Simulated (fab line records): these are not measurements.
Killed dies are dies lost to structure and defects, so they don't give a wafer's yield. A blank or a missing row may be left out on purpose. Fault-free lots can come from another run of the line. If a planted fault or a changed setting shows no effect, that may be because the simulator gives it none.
One fault seen from 2 desks | flow n5_finfet | what lay behind the numbers comes last; until then each desk has only its own

## METROLOGY DESK
Means of the sampled wafers that have a number, per lot and without regard to the tool the lot ran on: this is what the gauges read. The brackets show how far a lot's mean lies from the usual mean; more than 4 standard deviations puts the lot out of limits, marked OUT. Of its 28 readings 7 are shown: the one that was out of limits first, and those that lie furthest out on some lot.
Columns: A = trench_depth_nm at N5_BEOL_M10_OCD_MEAS_38, usual 148.2 nm; B = M10_THK at N5_BEOL_M10_THK_MEAS_53, usual 142.8 nm; C = M10_RS at N5_BEOL_M10_RS_MEAS_57, usual 0.1512 ohm/sq; D = COMB_M15_max_site at N5_BEOL_M15_RC_MEAS_101, usual 4.1e-12 S/m; E = SERP_M10 at N5_BEOL_M15_RC_MEAS_101, usual 3.08 ohm/um; F = SERP_M10_max_site at N5_BEOL_M15_RC_MEAS_101, usual 3.17 ohm/um; G = SERP_M12 at N5_BEOL_M15_RC_MEAS_101, usual 0.639 ohm/um
lot  | first seen here | A                | B                | C                 | D       | E    | F               | G
L751 | day 11 16:29    | 150.0            | 145.1            | 0.1482            | 4.4e-12 | 3.01 | 3.11            | 0.639
L755 | day 12 13:58    | 150.9            | 144.8            | 0.1490            | 6.0e-12 | 3.06 | 3.13            | 0.640
L754 | day 12 17:43    | 148.0            | 143.5            | 0.1518            | 3.2e-12 | 3.13 | 3.23            | 0.622
L757 | day 12 22:18    | 166.6 (+8.0) OUT | 164.2 (+7.9) OUT | 0.1359 (-5.1) OUT | 4.8e-12 | 2.82 | 2.88 (-4.0) OUT | 0.666
L758 | day 13 06:14    | 147.1            | 140.6            | 0.1520            | 4.4e-12 | 3.08 | 3.17            | 0.643
L760 | day 13 18:47    | 147.9            | 142.0            | 0.1516            | 3.8e-12 | 3.12 | 3.19            | 0.634
L769 | day 15 21:19    | 147.0            | 142.3            | 0.1536            | 3.9e-12 | 3.13 | 3.20            | 0.633
Finding of this desk: L757 out of limits; the first was L757 at day 12 23:19, on trench_depth_nm at N5_BEOL_M10_OCD_MEAS_38. In limits: L751, L755, L754, L758, L760, L769.

## TOOL OWNER'S DESK, rie_diel-03
The tool's own readings at N5_BEOL_M10_TRENCH_ETCH_37 (etches SiCOH lowk in C4F6/O2, target depth 148.83 nm, time 48 s): means of the sampled wafers that have a number, for each lot that ran on this tool. The brackets show how far a lot's mean lies from the usual mean; more than 4 standard deviations puts the lot out of limits, marked OUT.
Columns: A = drypump_motor_current_A at N5_BEOL_M10_TRENCH_ETCH_37, usual 5.9 A; B = oes_f_703_au at N5_BEOL_M10_TRENCH_ETCH_37, usual 0.80 a.u.; C = oes_product_au at N5_BEOL_M10_TRENCH_ETCH_37, usual 0.81 a.u.; D = rf_vpp_V at N5_BEOL_M10_TRENCH_ETCH_37, usual 665 V; E = showerhead_plenum_p_Torr at N5_BEOL_M10_TRENCH_ETCH_37, usual 2.84 Torr; F = throttle_valve_pct at N5_BEOL_M10_TRENCH_ETCH_37, usual 20.94 %
lot  | first seen here | A   | B    | C    | D   | E    | F
L755 | day 12 16:13    | 5.7 | 0.95 | 0.97 | 663 | 2.87 | 20.59
L754 | day 12 18:23    | 6.0 | 0.83 | 0.84 | 668 | 2.79 | 20.88
L757 | day 12 23:08    | 5.7 | 0.76 | 0.83 | 662 | 2.84 | 20.95
This desk's verdict: no lot among the 3 shows anything out of limits.

## PUT TOGETHER
At day 12 23:19 the metrology desk could have sounded an alarm, on L757.
The tool owner's desk saw nothing out of limits.
On record at the tool owner's desk: L757, within its limits.
All the named lots went through N5_BEOL_M10_TRENCH_ETCH_37 on rie_diel-03.

## WHAT THE SIMULATOR PUT IN
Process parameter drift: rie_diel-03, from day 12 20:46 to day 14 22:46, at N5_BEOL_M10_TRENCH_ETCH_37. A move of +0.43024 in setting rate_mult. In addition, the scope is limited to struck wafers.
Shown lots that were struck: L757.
Delay in hours, fault start to first out-of-limits reading, per desk: metrology desk 3.
